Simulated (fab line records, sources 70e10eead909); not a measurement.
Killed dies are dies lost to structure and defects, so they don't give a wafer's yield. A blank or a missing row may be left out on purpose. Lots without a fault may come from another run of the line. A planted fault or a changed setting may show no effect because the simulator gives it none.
A struck lot beside a sound one | flow nand_harc | 14 steps out of a route of 1302
Sound: wafers L479.1, L479.2, L479.4. Struck: wafers L492.3, L492.5, L492.6. The cause comes at the end.
At each step with rows: each side's tool, then ch and its chambers, then its first start. Under that, the readings that differ: sound wafers | struck wafers | difference of the means | sigmas: that difference in standard deviations of wafers without a fault.
alike: readings whose means differ by less than 2 such deviations, and words and numbers that are the same on both sides. not compared: withheld readings, readings that some wafer has no value for, bounds like >300 that may hide the same value, and numbers for which the record gives no deviation and whose values overlap.
The two part at a step that has a row with sigmas, a row that says differs or no value, or rows on one side only. Numbers that don't overlap but have no deviation are shown without sigmas and don't part them. A reading that every wafer of one side lacks parts them only if that side has two wafers or more.

NHARC_A_M0_INSPECT_11:
  sound on defect_inspect-01, day 23 04:50; struck on defect_inspect-01, day 28 15:16
  reading          | sound    | struck    | difference | sigmas
  raw_defect_count | 27 20 21 | 112 99 85 | +76        | +2
NHARC_A_M0_DESCUM_14: chemistry O2, time 3 s.
  sound on rie_diel-13 ch 0,2,3, day 23 04:54; struck on rie_diel-09 ch 0,2,3, day 28 15:21
  alike: drypump_motor_current_A, oes_product_au, rf_vpp_V, showerhead_plenum_p_Torr, throttle_valve_pct
  not compared: rf_hours_counter_h
then, 2 steps without rows for these wafers: NHARC_A_M0_ETCH_34 (etches the open film in N2/H2, target depth 40 nm, overetch 12 nm, time 43.94 s); NHARC_A_M0_ETCH_15 (etches the open film in C4F8/Ar, target depth 150 nm, overetch 15 nm, time 82.5 s).
NHARC_A_M0_CD_MEAS_16:
  sound on cd_sem-02, day 23 05:13; struck on cd_sem-02, day 28 15:38
  alike: cd_nm
NHARC_A_M0_STRIP_18: strips in N2/H2.
  sound on rie_diel-09 ch 0,1,2, day 23 05:17; struck on rie_diel-08 ch 0,1,3, day 28 15:46
  alike: drypump_motor_current_A, oes_product_au, rf_vpp_V, showerhead_plenum_p_Torr, throttle_valve_pct
  not compared: rf_hours_counter_h
then, 1 step without rows for these wafers: NHARC_A_M0_STRIP_19 (strips in post etch residue remover, time 600 s).
NHARC_A_M0_DEGAS_28: time 60 s.
  sound on pvd_sputter-01, day 23 05:50; struck on pvd_sputter-02, day 28 16:15
  alike: heater_power_w
NHARC_A_M0_PRE_CLEAN_29: time 30 s.
  sound on pvd_sputter-01; struck on pvd_sputter-02
  alike: heater_power_w
then, 1 step without rows for these wafers: NHARC_A_M0_PVD_20 (deposits TaN, target thk 5 nm, time 8.06 s).
NHARC_A_M0_PVD_21: deposits Cu, target thk 30 nm, time 20.49 s.
  sound on pvd_sputter-01; struck on pvd_sputter-02
  alike: substrate_temp_c, throttle_valve_pct
then, 1 step without rows for these wafers: NHARC_A_M0_ECD_22 (material Cu, target thk 400 nm).
NHARC_A_M0_ANNEAL_30: time 90 s.
  sound on rtp_anneal-02 ch 0, day 23 06:34; struck on rtp_anneal-01, day 28 17:05
  no value came back on the struck wafers for anneal_temp_c (C), anneal_temp_c_max, wafer_temp_C_max; on the sound wafers anneal_temp_c (C) reads 224.69 224.81 224.93
then, 1 step without rows for these wafers: NHARC_A_M0_CMP_23 (polishes, t overpolish 20 s, target thk 113.75 nm).

WHERE THEY PART
First at NHARC_A_M0_INSPECT_11; last, within this record, at NHARC_A_M0_ANNEAL_30.

WHY: what the simulator had put in
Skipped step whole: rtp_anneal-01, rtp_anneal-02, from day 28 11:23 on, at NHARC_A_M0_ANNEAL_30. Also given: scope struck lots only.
